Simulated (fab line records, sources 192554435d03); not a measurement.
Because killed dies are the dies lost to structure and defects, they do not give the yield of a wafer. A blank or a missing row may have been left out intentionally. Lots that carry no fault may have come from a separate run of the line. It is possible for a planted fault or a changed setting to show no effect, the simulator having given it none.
Chamber matching + flow n5-finfet + N5_BEOL_M1_ALD_84 on ald-metal-01: 4 sister chambers
The step deposits TaN, pulse time 2 s, purge time 3 s, co reactant purge time 2 s. 4 wafers are shown with their chamber, then 9 later ones without.

## WAFERS PAIRED WITH THEIR CHAMBERS
| wafer  | chamber | heater-power-w (W) |
|--------|---------|--------------------|
| L082.4 | 3       | 400                |
| L083.6 | 2       | 335                |
| L084.4 | 0       | 417                |
| L084.6 | 1       | 392                |

## WAFERS WITH NO CHAMBER GIVEN
| wafer  | heater-power-w (W) |
|--------|--------------------|
| L088.1 | 438                |
| L088.3 | 406                |
| L088.6 | 387                |
| L092.1 | 395                |
| L092.2 | 349                |
| L092.6 | 388                |
| L093.1 | 384                |
| L093.4 | 424                |
| L093.6 | 387                |

## WHICH CHAMBER EACH WENT THROUGH
| wafer  | from the rows above          | in truth |
|--------|------------------------------|----------|
| L088.1 | can't be placed: 0 or 3      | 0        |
| L088.3 | can't be placed: 3 or 0 or 1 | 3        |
| L088.6 | can't be placed: 1 or 3      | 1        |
| L092.1 | can't be placed: 1 or 3 or 0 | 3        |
| L092.2 | 2                            | 2        |
| L092.6 | can't be placed: 1 or 3      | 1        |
| L093.1 | can't be placed: 1 or 3      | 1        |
| L093.4 | can't be placed: 0 or 3      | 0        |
| L093.6 | can't be placed: 1 or 3      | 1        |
Placed correctly: 1 of 9. Cannot be placed on the basis of these rows: 8; the candidates contain the true chamber in 8. Placed wrongly: 0.
How it was worked out, from the rows above alone: a wafer's distance from a chamber is the root of the sum, over the readings, of the square of ((its reading less the chamber's mean) divided by the reading's scatter). The wafer belongs to the nearest chamber; if the next one is less than 2 further off, it can't be placed. Each chamber's mean is taken over the wafers shown for it. The scatter: root of mean squared gap, hidden wafer to nearest shown wafer, with one shown wafer a chamber.
